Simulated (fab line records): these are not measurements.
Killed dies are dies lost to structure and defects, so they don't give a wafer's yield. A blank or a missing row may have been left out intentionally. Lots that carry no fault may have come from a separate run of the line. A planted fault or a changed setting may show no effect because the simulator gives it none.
fab line records	flow n5-finfet
record lots=4	wafers=12	last-day=16
route steps=1938 shown DUMMY_GATE@247 SPACER0@258 SD_EPI_N@262 SD_EPI_P@326 BEOL_M4@1111 PASSIVATION@1936
lots with no fault: from the same line, run without faults
start-h: the number of hours between the record's first day and the start of the first shown wafer of the lot	wait-h: time in hours since the lot's previous step	" as in the row above	L1.1+2: a row that stands for several wafers	- no value, or no start was given	* or withheld: withheld	< > ~ a bound
route shown NAME@n: a module of which the file shows steps, and the number in the route of the first	usual: mean/standard deviation taken from wafers without a fault	same: alike in all rows	chamber/n: place in a boat	sites: the reading at each site	_std_site: the values' standard deviation	_edge_site: mean of outer sites minus mean of inner sites	radius-mm: for every site, how far away it sits from the centre of the wafer	mask NAME#n: copy n	behind: the most recent tool/chamber to have shaped the wafer	hold: what put the lot on hold/how long, in hours/how the hold closed	device: names the non-switching transistor (n, p or np)	end of line: tests of these same wafers at the route's end	where a step has no rows: the recipe by itself	killed: at the first sort, the dies lost to defects and structure; wafer yield is something else	map: dies across one wafer; x = killed, . = not, _ = none there
set.NAME: setting as actually run; set.NAME@STEP: the setting as run at that earlier step	model.NAME: the simulator's own value behind a step, which no gauge read
lots seen at some steps along the route; tables by step, rows by wafer
services: when a tool's chamber went out of use (start-h, in hours from the record's first day, below 0 if earlier), for how many hours, and the reason
## steps
# step N5_DUMMY_GATE_ETCH_23
# recipe chemistry=HBr/Cl2/O2	HBr_flow_sccm=150	Cl2_flow_sccm=80	O2_flow_sccm=12	bias-w=102	target-depth-a=410	time-s=22.3	target=poly-Si	mask-material=SiO2	pressure-mtorr=10	icp-w=800
# step N5_DUMMY_GATE_ETCH_44
# recipe chemistry=HBr/O2	over-etch-frac=0.7	target-depth-a=1275	stop-on=SiO2	ion-energy-ev=60	bias-w=20	target=poly-Si	mask-material=SiO2	pressure-mtorr=20	icp-w=400	HBr_flow_sccm=120	O2_flow_sccm=10
# step N5_DUMMY_GATE_ETCH_42
# recipe chemistry=CHF3/O2	target=SiO2	target-depth-a=35	time-s=31	ion-energy-ev=30	bias-w=12	pressure-mtorr=30	source-w=600	Ar_flow_sccm=200	CHF3_flow_sccm=50	O2_flow_sccm=5
# step N5_DUMMY_GATE_STRIP_48
# recipe chemistry=N2/H2	time-s=20	power-w=100	temp-c=40	pressure-mtorr=100	rf-frequency-hz=6e+07	bias-power-w=3	n2-flow-sccm=300	h2-flow-sccm=300
# step N5_DUMMY_GATE_PRECLEAN_33
# recipe chemistry=dHF	time-s=10	dilution=750:1	temp-c=25
# step N5_DUMMY_GATE_PRECLEAN_25
# recipe chemistry=O3/DIW	time-s=45	temp-c=22	o3-ppm=10
# step N5_DUMMY_GATE_PRECLEAN_51
# recipe chemistry=SC2	time-s=45	temp-c=35	mix=1:1:50
# step N5_DUMMY_GATE_SRD_26
# recipe dry=ipa-marangoni	time-s=30	temp-c=23	rinse-liquid=diw
# step N5_DUMMY_GATE_UV_OZONE_45
# recipe time-s=120	pressure-torr=760	temp-c=25
# step N5_SPACER0_ALD_07
# recipe material=SiNx	target-thk-a=20	temp-c=400	ald-precursor-family=SiH2I2	ald-co-reactant=N2/H2-plasma	pressure-torr=2
# step N5_SPACER0_ALD_00
# recipe material=SiOCN	target-thk-a=35	temp-c=400	ald-precursor-family=alkyl-aminosilane	ald-co-reactant=O2/N2-plasma	pulse-time-s=3	purge-time-s=2	co-reactant-purge-time-s=2	ald-cycles=58	pressure-torr=2
# usual ald-cycles=58/0	heater-power-w=861/95	precursor-pulse-height-rel=0.998/0.019	susceptor-temp-C=400.00/0.22
lot.wafer	tool	chamber	start-h	wait-h	ald-cycles	heater-power-w	precursor-pulse-height-rel	susceptor-temp-C	model.SiOCN_of_SPACER0_ALD_00.thk-nm
L110.1	ald-sin-02	2	93.08	0.1	58	1037	0.989	399.84	3.6
L110.3	"	1	"	"	58	744	1.014	399.70	3.4
L110.4	"	3	"	"	58	854	0.986	399.95	3.6
L115.1	ald-sin-02	1	138.25	0.1	20	763	1.016	400.09	1.2
L115.3	"	3	"	"	58	860	1.026	400.04	3.6
L115.5	"	3	"	"	58	868	1.003	399.90	3.6
L117.2	ald-sin-02	3	144.49	0.1	20	835	0.997	400.18	1.2
L117.3	"	0	"	"	58	911	0.989	400.15	3.4
L117.4	"	1	"	"	58	779	0.951	400.12	3.4
L121.2	ald-sin-04	3	160.45	0.1	58	857	1.028	399.96	3.4
L121.3	"	0	"	"	58	751	0.985	400.13	3.4
L121.5	"	0	"	"	58	772	1.042	399.81	3.4
# step N5_SPACER0_ALD_08
# recipe material=SiNx	target-thk-a=20	temp-c=400	ald-precursor-family=SiH2I2	ald-co-reactant=N2/H2-plasma	pressure-torr=2
# step N5_SD_EPI_N_COAT_32
# recipe resist=SOC	temp-c=250	time-s=60	spin-rpm=1500	resist-thk-nm=350
# step N5_SD_EPI_N_COAT_33
# recipe resist=SiARC	temp-c=220	time-s=60	spin-rpm=1500	resist-thk-nm=35
# step N5_SD_EPI_N_COAT_03
# recipe resist=CAR-ArF-block	spin-rpm=1500	resist-thk-nm=150
# step N5_SD_EPI_N_EBR_05
# recipe solvent=PGMEA	ebr-width-mm=1.5
# step N5_SD_EPI_N_SOFTBAKE_04
# recipe temp-c=110	time-s=60	resist=CAR-ArF-block
# step N5_SD_EPI_N_EXPOSE_06
# recipe mask-id=SD_N_BLK	na=1.35	source-shape=conventional	sigma-outer=0.8	polarization=unpolarized	target-cd-nm=120	dose-mj=39.75
# step N5_SD_EPI_N_PEB_07
# recipe peb-temp-c=110	peb-time-s=60	resist=CAR-ArF-block
# step N5_SD_EPI_N_DEVELOP_08
# recipe develop-time-s=30	developer=TMAH	resist=CAR-ArF-block	dev-temp-c=23	rinse-liquid=diw	dry=air-spin
# step N5_SD_EPI_N_DESCUM_14
# recipe chemistry=O2	time-s=7.9	source-power-w=50	bias-power-w=20	pressure-mtorr=20	rf-frequency-hz=2.712e+07	temp-c=40	resist=CAR-ArF-block	o2-flow-sccm=225
# step N5_SD_EPI_N_ETCH_34
# recipe chemistry=CF4	target=SiARC	target-depth-a=455	mask-material=CAR-ArF-block	time-s=75.8	ion-energy-ev=80	pressure-mtorr=40	source-w=545	bias-w=36	Ar_flow_sccm=100	cf4-flow-sccm=100	ends=cleared
# step N5_SD_EPI_N_ETCH_35
# recipe chemistry=N2/H2	target=SOC	overetch-a=1080	mask-material=SiARC	temp-c=40	ion-energy-ev=100	source-w=3000	bias-w=133	pressure-mtorr=20	time-s=486	n2-flow-sccm=200	h2-flow-sccm=200
# step N5_SD_EPI_N_STRIP_36
# recipe chemistry=N2/H2	temp-c=40	n2-flow-sccm=200	h2-flow-sccm=200	rf-frequency-hz=6e+07
# step N5_SD_EPI_N_ETCHBACK_44
# recipe chemistry=CH3F/O2	mode=anisotropic-etchback	target=SiNx	target-depth-a=145	stop-on=SiO2	over-etch-frac=0.3	ion-energy-ev=120	pressure-mtorr=30	source-w=395	bias-w=73	Ar_flow_sccm=150	CH3F_flow_sccm=30	O2_flow_sccm=20
# step N5_SD_EPI_N_ETCH_45
# recipe chemistry=CH3F/O2	target=SiOCN	target-depth-a=60	mask-material=SOC	ion-energy-ev=60	bias-w=29	pressure-mtorr=15	source-w=410	Ar_flow_sccm=150	CH3F_flow_sccm=30	O2_flow_sccm=20
# step N5_SD_EPI_N_ETCH_16
# recipe chemistry=CHF3/O2	target=SiO2	target-depth-a=50	mask-material=SOC	pressure-mtorr=30	source-w=650	bias-w=170	Ar_flow_sccm=200	CHF3_flow_sccm=50	O2_flow_sccm=5	ion-energy-ev=200
# step N5_SD_EPI_N_STRIP_47
# recipe chemistry=CHF3/O2	resist=SiARC	rf-frequency-hz=6e+07
# step N5_SD_EPI_N_SD_RECESS_17
# recipe chemistry=HBr/Cl2/O2	target-depth-a=410	mask-material=SOC	time-s=23.7	bt-time-s=3	pressure-mtorr=10	icp-w=800	bias-w=112	HBr_flow_sccm=150	Cl2_flow_sccm=80	O2_flow_sccm=12
# step N5_SD_EPI_N_STRIP_38
# recipe chemistry=N2/H2	power-w=1000	temp-c=250	h2-frac=0.65	overash-fraction=0.3	pressure-mtorr=withheld	n2-flow-sccm=1750	h2-flow-sccm=3250
# step N5_SD_EPI_N_WET_ETCH_43
# recipe chemistry=dHF	dilution=withheld	time-s=14	target=SiO2	target-depth-a=15	temp-c=25
# step N5_SD_EPI_N_STRIP_18
# recipe chemistry=SPM	time-s=750	temp-c=130	h2so4-h2o2-vol-ratio=4
# step N5_SD_EPI_N_SRD_20
# recipe dry=ipa-marangoni	do-ppb=5	time-s=30	temp-c=23	rinse-liquid=diw
# step N5_SD_EPI_N_PRECLEAN_48
# recipe chemistry=NF3:NH3	afs-cycles=2	temp-c=30	time-s=20	sublimation-temp-c=180	sublimation-time-s=60	pressure-torr=3	rf-power-w=30
# step N5_SD_EPI_N_VAPOR_ETCH_50
# recipe chemistry=HCl	target=Si	temp-c=775	time-s=54	pressure-torr=20	mode=isotropic
# step N5_SD_EPI_N_EPI_21
# recipe material=Si:P	dopant=P	temp-c=680	pressure-torr=255	time-s=690
# step N5_SD_EPI_P_PRECLEAN_32
# recipe chemistry=dHF	time-s=10	dilution=500:1	temp-c=25
# usual bath-heat-duty-pct=6.1/0.64
# same time-s=10
lot.wafer	tool	chamber	start-h	wait-h	bath-heat-duty-pct	model.SiOCN_of_SPACER0_ALD_00.thk-nm
L110.1	wet-bench-06	4	106.47	0.0	6.7	3.4
L110.3	"	3	"	"	6.1	3.4
L110.4	"	5	"	"	5.4	3.4
L115.1	wet-bench-04	1	147.17	0.0	5.9	1.2
L115.3	"	4	"	"	6.7	3.4
L115.5	"	3	"	"	6.2	3.4
L117.2	wet-bench-04	6	154.30	0.0	5.8	1.2
L117.3	"	7	"	"	5.7	3.4
L117.4	"	5	"	"	6.3	3.4
L121.2	wet-bench-04	0	170.57	0.0	7.5	3.4
L121.3	"	6	"	"	5.7	3.4
L121.5	"	2	"	"	6.9	3.4
# step N5_BEOL_M4_RC_MEAS_101
# usual DIBL_N=36.0/2	DIBL_P=35.9/2.5	IOFF_N=0.16/0.038	IOFF_N_85C=3.1/0.62	IOFF_N_LIN=0.074/0.014	IOFF_N_LONG=5.6e-05/3.3e-06	IOFF_P=0.21/0.04	IOFF_P_85C=3.6/0.57	IOFF_P_LIN=0.099/0.014	ION_N=675/14	ION_P=462/9.4	REXT_N=75.3/1.6	REXT_P=100.7/2.4	SS_N=71.5/0.75	SS_P=73.2/0.74	VT_N=250/3.9	VT_N_LVT=98/4	VT_P=-251/3.2	VT_P_LVT=-99/3.1
lot.wafer	tool	chamber	start-h	wait-h	DIBL_N[mV/V]	DIBL_P[mV/V]	IOFF_N[nA/um]	IOFF_N_85C[nA/um]	IOFF_N_LIN[nA/um]	IOFF_N_LONG[nA/um]	IOFF_P[nA/um]	IOFF_P_85C[nA/um]	IOFF_P_LIN[nA/um]	ION_N[uA/um]	ION_P[uA/um]	REXT_N[ohm.um]	REXT_P[ohm.um]	SS_N[mV/dec]	SS_P[mV/dec]	VT_N[mV]	VT_N_LVT[mV]	VT_P[mV]	VT_P_LVT[mV]
L110.1	prober-01	0	205.11	0.0	34.7	34.0	0.14	2.8	0.068	5.8e-05	0.18	3.3	0.091	673	457	75.6	103.9	71.0	72.8	251	99	-253	-103
L110.3	"	0	"	"	35.7	36.6	0.17	3.2	0.079	5.8e-05	0.24	4.1	0.111	671	457	76.7	102.0	71.6	72.9	246	96	-248	-98
L110.4	"	0	"	"	34.7	33.8	0.14	2.8	0.068	6e-05	0.19	3.4	0.095	677	472	73.9	101.8	71.2	73.2	250	100	-252	-100
L115.1	prober-01	0	249.48	0.0	55.0	52.2	0.87	13.0	0.281	6.4e-05	1.02	13.6	0.362	784	544	58.5	81.8	74.4	75.7	222	71	-223	-72
L115.3	"	0	"	"	36.9	37.5	0.18	3.5	0.080	5.5e-05	0.20	3.5	0.095	678	464	73.7	102.1	71.6	73.8	246	97	-254	-101
L115.5	"	0	"	"	37.2	38.8	0.17	3.3	0.075	5.1e-05	0.21	3.7	0.097	688	463	75.8	103.3	71.5	73.6	249	100	-255	-100
L117.2	prober-02	0	268.32	0.2	58.0	53.0	1.21	16.7	0.357	6.5e-05	1.27	16.5	0.448	808	551	59.5	82.4	75.9	76.6	218	68	-221	-67
L117.3	"	0	"	"	32.7	33.5	0.11	2.2	0.055	5.2e-05	0.17	3.1	0.087	658	455	76.6	101.7	71.0	72.2	254	104	-252	-102
L117.4	"	0	"	"	35.4	36.4	0.16	3.0	0.074	5.3e-05	0.22	3.7	0.101	678	463	75.6	103.0	71.3	73.5	250	97	-251	-99
L121.2	prober-02	0	272.91	0.2	39.4	38.9	0.21	4.1	0.092	5.8e-05	0.26	4.4	0.118	692	467	75.1	101.0	72.4	73.6	244	94	-247	-97
L121.3	"	0	"	"	36.2	35.8	0.14	2.8	0.066	5.6e-05	0.20	3.6	0.100	678	467	74.7	98.9	71.9	72.8	251	102	-249	-100
L121.5	"	0	"	"	40.1	41.3	0.23	4.3	0.100	5.9e-05	0.30	4.9	0.131	697	476	74.7	100.4	71.4	73.6	244	94	-247	-95
# step N5_PASSIVATION_PROBE_49
# usual defect-limited-yield=91.3/1.5	killed_at_M0_to_M3=33/12	killed_at_M4_up=15/5.2	killed-at-contacts=12/5.1	killed-at-front-end=39/11	killed-at-other=5/3.6	killed-dies=103/18	killed-on-rim=14/4.3	killed-open=67/13	killed-short=33/7.8	sort_bin_4_leakage=0/0	sort_bin_5_function=5.1/0.96	sort_bin_6_memory=3.2/0.71	sort-n-pass=1077/18	sort-yield-pct=91.3/1.5
# same gross-dies=1180	killed-at-back-side=0	sort_bin_8_speed[%]=0
lot.wafer	tool	chamber	start-h	wait-h	defect-limited-yield[%]	killed_at_M0_to_M3	killed_at_M4_up	killed-at-contacts	killed-at-front-end	killed-at-other	killed-dies	killed-on-rim	killed-open	killed-short	sort_bin_4_leakage[%]	sort_bin_5_function[%]	sort_bin_6_memory[%]	sort-n-pass	sort-yield-pct[%]
L110.1	prober-02	-	300.51	0.0	88.2	47	20	22	44	6	139	22	81	58	0	7.5	3.7	1041	88.2
L110.3	prober-02	-	300.61	0.1	91.4	38	12	16	29	7	102	13	62	37	0	5.1	3.3	1078	91.4
L110.4	prober-02	-	300.66	0.2	93.5	29	13	8	21	6	77	5	50	27	0	3.7	2.5	1103	93.5
L115.1	prober-01	-	348.58	0.0	93.2	9	30	11	29	1	80	11	50	29	93.22	3.9	2.5	0	0
L115.3	prober-01	-	348.68	0.1	94.7	15	18	9	21	0	63	13	40	22	0	3.1	2.0	1117	94.7
L115.5	prober-01	-	348.78	0.2	96.2	7	8	6	22	2	45	4	32	13	0	2.2	1.6	1135	96.2
L117.2	prober-02	-	364.56	0.1	91.1	31	17	2	53	2	105	22	73	32	91.10	5.1	3.5	0	0
L117.3	prober-02	-	364.61	0.1	90.0	40	7	8	63	0	118	13	79	36	0	6.3	3.3	1062	90.0
L117.4	prober-02	-	364.66	0.2	89.9	26	8	16	66	3	119	14	86	33	0	7.0	2.7	1061	89.9
L121.2	prober-01	-	383.37	0.1	91.1	29	15	22	39	0	105	8	80	25	0	5.1	3.8	1075	91.1
L121.3	prober-01	-	383.42	0.2	88.1	51	16	21	48	4	140	21	106	31	0	6.6	4.9	1040	88.1
L121.5	prober-01	-	383.52	0.3	90.3	40	16	9	47	3	115	19	70	34	0	5.9	2.7	1065	90.3
# killed by level:class
L110.1 FIN_SAQP:geometric-particle:short=18 MOL_CONTACT_COAG:geometric-particle:open=16 BEOL_M0_SAQP:geometric-particle:short=15 BEOL_M0_SAQP:geometric-particle:open=11 BEOL_M3:geometric-particle:open=8 MOL_CONTACT_COAG:geometric-particle:short=6 BEOL_M2:geometric-particle:open=6 BEOL_M5:geometric-particle:open=5
L110.3 MOL_CONTACT_COAG:geometric-particle:open=11 BEOL_M0_SAQP:geometric-particle:open=11 BEOL_M0_SAQP:geometric-particle:short=10 BEOL_M3:geometric-particle:open=8 FIN_SAQP:geometric-particle:short=7 MOL_CONTACT_COAG:geometric-particle:short=5 FIN_SAQP:geometric-particle:open=4 STI_FIN_REVEAL:geometric-particle:open=4
L110.4 BEOL_M0_SAQP:geometric-particle:short=11 MOL_CONTACT_COAG:geometric-particle:open=8 BEOL_M0_SAQP:geometric-particle:open=8 BEOL_M4:geometric-particle:open=7 FIN_SAQP:geometric-particle:short=6 BEOL_M3:geometric-particle:open=6 FIN_SAQP:geometric-particle:open=4 MIM_TOP_ETCH:geometric-particle:open=3
L115.1 BEOL_M4:geometric-particle:open=18 FIN_SAQP:geometric-particle:short=9 MOL_CONTACT_COAG:geometric-particle:open=8 BEOL_M4:geometric-particle:short=5 FIN_SAQP:geometric-particle:open=4 STI_FIN_REVEAL:geometric-particle:open=4 MOL_CONTACT_COAG:geometric-particle:short=3 ILD0:geometric-particle:short=2
L115.3 BEOL_M4:geometric-particle:open=9 MOL_CONTACT_COAG:geometric-particle:open=6 BEOL_M0_SAQP:geometric-particle:short=5 FIN_SAQP:geometric-particle:open=4 STI_FIN_REVEAL:geometric-particle:open=4 BEOL_M0_SAQP:geometric-particle:open=4 ILD0:geometric-particle:open=3 MOL_CONTACT_COAG:geometric-particle:short=3
L115.5 BEOL_M4:geometric-particle:open=6 MOL_CONTACT_COAG:geometric-particle:open=5 DUMMY_GATE:geometric-particle:open=4 FIN_SAQP:geometric-particle:open=3 STI_FIN_REVEAL:geometric-particle:open=3 ILD0:geometric-particle:open=3 GATE_CUT:geometric-particle:short=3 GATE_CUT:geometric-particle:open=3
L117.2 FIN_SAQP:geometric-particle:open=15 BEOL_M3:geometric-particle:open=11 FIN_SAQP:geometric-particle:short=9 STI_FIN_REVEAL:geometric-particle:open=7 DUMMY_GATE:geometric-particle:open=7 BEOL_M4:geometric-particle:open=7 BEOL_M0_SAQP:geometric-particle:short=5 STARTING-WAFER:geometric-particle:open=5
L117.3 STI_FIN_REVEAL:geometric-particle:open=21 BEOL_M0_SAQP:geometric-particle:open=17 FIN_SAQP:geometric-particle:open=15 FIN_SAQP:geometric-particle:short=10 BEOL_M0_SAQP:geometric-particle:short=10 MOL_CONTACT_COAG:geometric-particle:open=7 BEOL_M3:geometric-particle:open=5 DUMMY_GATE:geometric-particle:open=3
L117.4 STI_FIN_REVEAL:geometric-particle:open=27 MOL_CONTACT_COAG:geometric-particle:open=13 FIN_SAQP:geometric-particle:open=12 FIN_SAQP:geometric-particle:short=8 BEOL_M3:geometric-particle:open=8 BEOL_M0_SAQP:geometric-particle:short=5 STI_FIN_REVEAL:geometric-particle:short=4 BEOL_M3:geometric-particle:short=4
L121.2 MOL_CONTACT_COAG:geometric-particle:open=18 FIN_SAQP:geometric-particle:open=13 STI_FIN_REVEAL:geometric-particle:open=11 BEOL_M0_SAQP:geometric-particle:open=6 BEOL_M0_SAQP:geometric-particle:short=6 BEOL_M3:geometric-particle:open=5 BEOL_M5:geometric-particle:open=5 MOL_CONTACT_COAG:geometric-particle:short=4
L121.3 STI_FIN_REVEAL:geometric-particle:open=17 MOL_CONTACT_COAG:geometric-particle:open=16 FIN_SAQP:geometric-particle:open=11 BEOL_M3:geometric-particle:open=11 BEOL_M0_SAQP:geometric-particle:open=9 BEOL_M1:geometric-particle:open=9 FIN_SAQP:geometric-particle:short=8 BEOL_M2:geometric-particle:open=7
L121.5 FIN_SAQP:geometric-particle:open=10 FIN_SAQP:geometric-particle:short=9 HKMG_FIN:area-etch=9 BEOL_M3:geometric-particle:open=8 MOL_CONTACT_COAG:geometric-particle:open=7 BEOL_M2:geometric-particle:open=7 BEOL_M0_SAQP:geometric-particle:open=6 BEOL_M0:geometric-particle:open=5
# map L115.1 (x killed, . not)
_________________............________________
______________.................._____________
___________x.......................__________
__________..............x.........x._________
________.x...x........x..............._______
_______.............................x..______
______............x....................._____
_____.x.......x....x.........x...........____
____.................x........x.......x..x___
___.......................x......x...xx..x.__
___.....x................xx.......x.......x__
__.....x.................................x.._
__....x.........x..........x.x.............._
_....x....................x..................
_...x........................x...............
_.............x........................x.....
_........x........x..........x...............
_............................x.........x..x..
_.............x..............................
_...........x.............................x..
_x....x...x..................................
__.........................xx..............._
__.........................................._
___....................x.........x.........__
___......x..x....x.....x.x..............x..__
____........x.............................___
_____...x.........x....................x.____
______..x.......x...........x........x.._____
_______.........xx.....x.........x.....______
________.....................x........_______
__________...x.....x.......xx......._________
___________......x.................__________
______________..x..............._____________
_________________.....x......________________
# map L117.4 (x killed, . not)
_________________.......x....________________
______________x........x........_____________
___________..x...x.........x.......__________
__________....x....xx..............._________
________.x.x..........x.............xx_______
_______.....x.......x....x.............______
______....x...........x..x.....xx......._____
_____..............x....x..........x.....____
____.x..x...x.............................___
___....x...........x...x......x.....x......__
___x.x..............x..x...x.......x.......__
__......x.................x................._
__..xx...x..x.....xxxx..............xx......_
_..x..................x......................
_.......xx.................x.x...x.x.........
_.......xx.....xx............x..x............
_..................xx..x....................x
_.........x........x.........................
_.............xx.....xx...............x...x..
_.xx..........x.x.....x................x...x.
_......x.....................................
__..................x.........x............._
__......................x..............x.x.._
___.....................x..................__
___...x...x....x...............x...........__
____...x.......x...x......................___
_____.....xx......x........x.............____
______.x...xxx..x.....................x._____
_______x............x..................______
________........x......xx............._______
__________........x...........x....._________
___________..............xx........__________
______________.................._____________
_________________......xx....________________
## services
tool	chamber	start-h	hours	kind
ald-sin-02	2	76.14	7.5	repair
## key
first-sign step=N5_SPACER0_ALD_00	reading=ald-cycles	direction=down	sigmas=99+	usual=*	struck=*
effect step=N5_BEOL_M4_RC_MEAS_101	reading=IOFF_P	direction=up	sigmas=23	usual=0.21	struck=1.14
effect step=N5_BEOL_M4_RC_MEAS_101	reading=IOFF_N	direction=up	sigmas=23	usual=0.16	struck=1.04
effect step=N5_BEOL_M4_RC_MEAS_101	reading=IOFF_P_LIN	direction=up	sigmas=22	usual=0.099	struck=0.405
effect step=N5_BEOL_M4_RC_MEAS_101	reading=IOFF_P_85C	direction=up	sigmas=20	usual=3.6	struck=15.1
effect step=N5_BEOL_M4_RC_MEAS_101	reading=IOFF_N_85C	direction=up	sigmas=19	usual=3.1	struck=14.9
effect step=N5_BEOL_M4_RC_MEAS_101	reading=IOFF_N_LIN	direction=up	sigmas=18	usual=0.074	struck=0.319
effect step=N5_BEOL_M4_RC_MEAS_101	reading=REXT_N	direction=down	sigmas=10	usual=75.3	struck=59.0
effect step=N5_BEOL_M4_RC_MEAS_101	reading=DIBL_N	direction=up	sigmas=10	usual=36.0	struck=56.5
effect step=N5_BEOL_M4_RC_MEAS_101	reading=VT_P_LVT	direction=up	sigmas=9.5	usual=-99	struck=-69
effect step=N5_BEOL_M4_RC_MEAS_101	reading=ION_P	direction=up	sigmas=9.1	usual=462	struck=548
effect step=N5_BEOL_M4_RC_MEAS_101	reading=VT_P	direction=up	sigmas=9	usual=-251	struck=-222
effect step=N5_BEOL_M4_RC_MEAS_101	reading=ION_N	direction=up	sigmas=8.5	usual=675	struck=796
effect step=N5_PASSIVATION_PROBE_49	reading=sort_bin_4_leakage	direction=up	sigmas=99+	usual=0	struck=92.16
model-effect step=N5_SPACER0_ALD_00	value=SiOCN_of_SPACER0_ALD_00.thk-nm	without=3.4	struck=1.2
model-effect step=N5_SD_EPI_P_PRECLEAN_32	value=SiOCN_of_SPACER0_ALD_00.thk-nm	without=3.4	struck=1.2
met-at N5_SPACER0_ALD_00
struck-wafers L115.1,L117.2
onset-between 93.08 138.25
fault kind=process-parameter-drift	tool=ald-sin-02	chamber=-	onset-h=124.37	steps=N5_SPACER0_ALD_00	channel=ald-cycles	offset=*	shape=step	end-h=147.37	scope=struck-wafers-only	acts-in=*	stated=*
